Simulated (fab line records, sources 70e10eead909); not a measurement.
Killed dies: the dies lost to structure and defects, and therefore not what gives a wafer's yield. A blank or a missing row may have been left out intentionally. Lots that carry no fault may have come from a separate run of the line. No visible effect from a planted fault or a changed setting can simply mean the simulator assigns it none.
The tool behind it: which one? + flow nand-harc + 21 wafers sampled from 7 lots at 1 step of a route of 1302

== WHAT EACH GAUGE READ, for each wafer ==
NHARC_P_CONTACT_OVL_MEAS_13.
| lot  | measured     | on         | overlay-y-nm (nm) |
|------|--------------|------------|-------------------|
| L413 | day 6 03:17  | overlay-02 | -0.2 0.4 -0.2     |
| L415 | day 7 03:40  | overlay-01 | 0.2 -0.4 0.1      |
| L417 | day 8 02:19  | overlay-01 | 0.7 0.8 0.7       |
| L420 | day 9 05:50  | overlay-02 | 2.3 2.8 2.5       |
| L421 | day 9 23:14  | overlay-01 | 0.7 0.1 0.9       |
| L424 | day 10 22:58 | overlay-01 | -0.9 -1.0 -1.2    |
| L431 | day 13 17:20 | overlay-02 | -0.3 -0.6 -0.8    |

== EACH LOT AND THE TOOL THAT RAN IT (in order: tool; ch and the chambers of the sampled wafers; start) ==
The record holds no process step before these readings.

== THE ANSWER, worked out from the rows above alone ==
Rule: what is usual is taken from the lots themselves. The widest of any qualifying gaps counts: lots, ordered by their means at a reading, are off when they make up no more than a third of the lots, leave a main group of 4 or more, and stand apart from it by 3 or more times the standard deviation of that group's means. Not used: any main group whose means are identical at the precision the tables above print for the reading. Also off: a lot with no number at a reading for which 4 or more lots have one. The other lots that the step has rows for count as sound.
Across all readings shown, no lot is off: no conclusion can be drawn from this.

== WHAT THE SIMULATOR PUT IN ==
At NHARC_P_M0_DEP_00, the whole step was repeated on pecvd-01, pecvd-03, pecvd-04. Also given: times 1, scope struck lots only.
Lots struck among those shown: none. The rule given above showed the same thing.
